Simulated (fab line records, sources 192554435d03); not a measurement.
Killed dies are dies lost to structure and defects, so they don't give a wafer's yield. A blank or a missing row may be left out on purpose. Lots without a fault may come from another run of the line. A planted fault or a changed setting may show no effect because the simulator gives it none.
Chamber matching | flow n5_finfet | N5_BEOL_M7_ETCH_61 on rie_diel-04: 4 sister chambers
The step etches SiARC in CF4, target depth 45.5 nm, time 75.8 s. 4 wafers are shown with their chamber, then 7 later ones without.

WAFERS WITH THEIR CHAMBER
wafer  | chamber | showerhead_plenum_p_Torr (Torr)
L083.2 | 0       | 2.13
L083.5 | 1       | 2.26
L086.4 | 3       | 2.22
L086.5 | 2       | 2.10

WAFERS WITHOUT THEIR CHAMBER
wafer  | showerhead_plenum_p_Torr (Torr)
L086.6 | 2.22
L096.1 | 2.10
L096.2 | 2.25
L096.3 | 2.21
L097.1 | 2.21
L097.2 | 2.25
L097.5 | 2.10

WHICH CHAMBER EACH WENT THROUGH
wafer  | from the rows above | in truth
L086.6 | 3                   | 3
L096.1 | 2                   | 2
L096.2 | 1                   | 1
L096.3 | 3                   | 3
L097.1 | 3                   | 3
L097.2 | 1                   | 1
L097.5 | 2                   | 2
Placed correctly: 7 of 7. Can't be placed from these rows: 0. Placed wrongly: 0.
How it was worked out, from the rows above alone: a wafer's distance from a chamber is the root of the sum, over the readings, of the square of ((its reading less the chamber's mean) divided by the reading's scatter). The wafer belongs to the nearest chamber; if the next one is less than 2 further off, it can't be placed. A chamber's mean is the mean of its shown wafers. The scatter: with one shown wafer a chamber, the root of the mean of the squares of how far each hidden wafer lies from its nearest shown one.
